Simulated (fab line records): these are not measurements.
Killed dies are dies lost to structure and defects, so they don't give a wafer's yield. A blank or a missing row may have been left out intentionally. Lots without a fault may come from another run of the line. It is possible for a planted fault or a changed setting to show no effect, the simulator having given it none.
fab line records -- flow nand_harc
[record] lots = 6, wafers = 18, last_day = 34
route steps=1302 shown P_CONTACT@249 P_M0@253
lots untouched by any fault: they come from a run of this same line in which no faults occurred
start_h: the number of hours between the record's first day and the start of the first shown wafer of the lot -- wait_h: hours elapsed since this lot's preceding step -- " same as the row above -- L1.1+2: a row that stands for several wafers -- - value missing, or start not given -- * or withheld: withheld -- < > ~ a bound
route shown NAME@n: names a module that has steps shown in the file, with the first one's number in the route -- usual: mean and standard deviation over wafers with no fault -- same: alike in all rows -- chamber/n: place in a boat -- sites: readings site by site -- _std_site: standard deviation across them -- _edge_site: inner sites' mean taken away from outer sites' mean -- radius_mm: how far each site lies from the wafer's centre -- mask NAME#n: copy n -- behind: the most recent tool/chamber to have shaped the wafer -- hold: what put the lot on hold/how long, in hours/how the hold closed -- device: the n, p or np transistor that did not switch -- end of line: tests of these same wafers at the route's end -- for a step that has no rows: nothing shown but its recipe -- killed: not the wafer's yield, but the dies lost to structure and defects at the first sort -- map: a wafer's dies, x killed, . not, _ none there
set.NAME: the setting as run; set.NAME@STEP: as run at that earlier step -- model.NAME: the simulator's own value behind a step, which no gauge read
lots at some steps of the route; a table a step, a row a wafer
services: the hour from which a tool's chamber was out of use, counted from the record's first day as start_h (under 0 if before that day), plus the number of hours and why
[[steps]]
[step NHARC_P_CONTACT_CMP_24]
[recipe] t_overpolish_s = 30, target_thk_nm = 200
[usual] motor_current_A = 11.4/1.2, overpolish_run_s = 29.999/0.01, time_to_endpoint_s = 42/3.4
lot.wafer,tool,chamber,start_h,wait_h,motor_current_A,overpolish_run_s,time_to_endpoint_s
L353.3,cmp-03,2,170.90,0.4,11.4,29.998,49
L353.1,cmp-03,3,170.90,0.4,11.5,29.990,47
L353.4,cmp-03,0,170.90,0.4,10.8,29.991,45
L355.3,cmp-01,3,200.40,0.4,11.0,29.998,43
L355.6,cmp-01,0,200.40,0.4,9.6,30.002,42
L355.5,cmp-01,1,200.40,0.4,12.8,30.004,40
L356.1,cmp-03,3,201.18,0.5,11.7,29.987,43
L356.4,cmp-03,0,201.18,0.5,11.9,30.002,46
L356.6,cmp-03,3,201.18,0.5,12.1,29.986,44
L357.4,cmp-03,3,211.20,0.3,11.3,29.997,40
L357.1,cmp-03,1,211.20,0.3,10.1,30.013,39
L357.3,cmp-03,2,211.20,0.3,11.4,30.002,42
L369.3,cmp-01,2,330.27,0.3,12.4,29.998,41
L369.2,cmp-01,1,330.27,0.3,13.1,29.994,41
L369.6,cmp-01,2,330.27,0.3,12.0,30.006,38
L370.1,cmp-03,2,344.84,0.5,11.1,30.011,46
L370.4,cmp-03,3,344.84,0.5,11.8,30.009,46
L370.6,cmp-03,3,344.84,0.5,11.2,29.999,45
[step NHARC_P_CONTACT_SRD_26]
[step NHARC_P_CONTACT_INSPECT_27]
[usual] raw_defect_count = 298/100
lot.wafer,tool,chamber,start_h,wait_h,raw_defect_count
L353.1,defect_inspect-01,-,171.30,0.1,371
L353.3,defect_inspect-01,-,171.30,0.1,531
L353.4,defect_inspect-01,-,171.30,0.1,296
L355.3,defect_inspect-02,-,200.73,0.1,463
L355.5,defect_inspect-02,-,200.73,0.1,244
L355.6,defect_inspect-02,-,200.73,0.1,502
L356.1,defect_inspect-01,-,201.55,0.1,281
L356.4,defect_inspect-01,-,201.55,0.1,316
L356.6,defect_inspect-01,-,201.55,0.1,230
L357.1,defect_inspect-02,-,211.60,0.1,280
L357.3,defect_inspect-02,-,211.60,0.1,372
L357.4,defect_inspect-02,-,211.60,0.1,274
L369.2,defect_inspect-01,-,330.67,0.1,156
L369.3,defect_inspect-01,-,330.67,0.1,265
L369.6,defect_inspect-01,-,330.67,0.1,144
L370.1,defect_inspect-02,-,345.24,0.1,401
L370.4,defect_inspect-02,-,345.24,0.1,394
L370.6,defect_inspect-02,-,345.24,0.1,317
[step NHARC_P_M0_DEP_00]
[recipe] target_thk_a = 1500, target_thk_nm = 150, temp_c = withheld, pressure_torr = 5, flow_sccm = 200, rf_w = 600, material = SiOC
[step NHARC_P_M0_DEHYDRATE_01]
[recipe] temp_c = 150, time_s = 120
[step NHARC_P_M0_HMDS_02]
[recipe] time_s = 30
[step NHARC_P_M0_COAT_33]
[recipe] temp_c = 200, time_s = 65
[step NHARC_P_M0_COAT_03]
[recipe] spin_rpm = 1500, resist_thk_nm = 90
[step NHARC_P_M0_SOFTBAKE_04]
[recipe] temp_c = 105, time_s = 55
[step NHARC_P_M0_EBR_05]
[step NHARC_P_M0_EXPOSE_06]
[recipe] na = 1.35, target_cd_nm = 90, dose_mj = 81.28, mask_id = P_M0
[step NHARC_P_M0_PEB_07]
[recipe] peb_temp_c = 100, peb_time_s = 65
[usual] heater_power_total_W = 156.7/0.41, plate_temp_C = 100.01/0.12
lot.wafer,tool,chamber,start_h,wait_h,heater_power_total_W,plate_temp_C
L353.1,litho_track-04,0,171.99,0.1,156.4,99.78
L353.3,litho_track-04,0,171.99,0.1,156.1,99.93
L353.4,litho_track-04,0,171.99,0.1,156.8,99.83
L355.3,litho_track-01,0,201.56,0.0,156.7,99.99
L355.5,litho_track-01,0,201.56,0.0,156.2,100.31
L355.6,litho_track-01,0,201.56,0.0,156.6,100.18
L356.1,litho_track-01,0,202.37,0.1,138.9,92.08
L356.4,litho_track-01,0,202.37,0.1,139.6,92.14
L356.6,litho_track-01,0,202.37,0.1,139.4,92.14
L357.1,litho_track-01,0,212.42,0.1,139.8,92.03
L357.3,litho_track-01,0,212.42,0.1,139.0,91.90
L357.4,litho_track-01,0,212.42,0.1,139.2,92.05
L369.2,litho_track-06,0,331.49,0.1,156.8,100.13
L369.3,litho_track-06,0,331.49,0.1,157.1,100.06
L369.6,litho_track-06,0,331.49,0.1,156.7,100.15
L370.1,litho_track-04,0,346.09,0.1,156.6,99.79
L370.4,litho_track-04,0,346.09,0.1,156.5,99.84
L370.6,litho_track-04,0,346.09,0.1,157.2,99.88
[step NHARC_P_M0_DEVELOP_08]
[recipe] develop_time_s = 35, dev_temp_c = 23
[[services]]
tool,chamber,start_h,hours,kind
litho_track-01,-,155.00,7.0,pm
cmp-03,-,162.00,4.0,pm
cmp-03,-,166.00,-,consumable_replace:conditioner
cmp-03,-,166.00,-,consumable_replace:pad
cmp-03,-,169.17,0.4,repair
litho_track-06,-,179.00,7.0,pm
cmp-03,-,184.28,2.4,repair
cmp-01,-,185.63,4.0,pm
cmp-01,-,189.63,-,consumable_replace:conditioner
cmp-01,-,189.63,-,consumable_replace:pad
cmp-01,-,200.94,0.9,repair
litho_track-04,-,203.00,7.0,pm
cmp-03,-,219.67,0.4,repair
cmp-01,-,229.03,0.4,repair
cmp-03,-,260.00,4.0,pm
cmp-03,-,264.00,-,consumable_replace:conditioner
cmp-03,-,264.00,-,consumable_replace:pad
cmp-03,-,269.42,0.6,repair
cmp-01,-,283.63,4.0,pm
cmp-03,-,296.70,0.9,repair
cmp-01,-,301.89,0.2,repair
cmp-03,-,323.31,5.0,repair
litho_track-01,-,330.00,7.0,pm
cmp-01,-,345.22,17.3,repair
[[key]]
[first_sign] step = NHARC_P_M0_PEB_07, reading = plate_temp_C, direction = down, sigmas = 64, usual = *, struck = *
[effect] step = NHARC_P_M0_PEB_07, reading = heater_power_total_W, direction = down, sigmas = 42, usual = *, struck = *
met_at NHARC_P_M0_PEB_07
struck_wafers L356.1,L356.4,L356.6,L357.1,L357.3,L357.4
later_rows_left_out L356.1,L356.4,L356.6,L357.1,L357.3,L357.4
sort_left_out L356.1,L356.4,L356.6,L357.1,L357.3,L357.4
onset_between 201.56 202.37
[fault] kind = process_parameter_drift, tool = litho_track-01, chamber = -, onset_h = 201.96, steps = NHARC_P_M0_PEB_07, channel = peb_temp_c, offset = *, shape = step, end_h = 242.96, acts_in = *, stated = *
// sort_left_out: the simulated sort isn't trusted on such a fault, so these wafers' sort isn't shown, and their yield isn't known
// later_rows_left_out: the simulator's readings of these wafers behind a module that went badly wrong aren't trusted and aren't shown, but for the sort
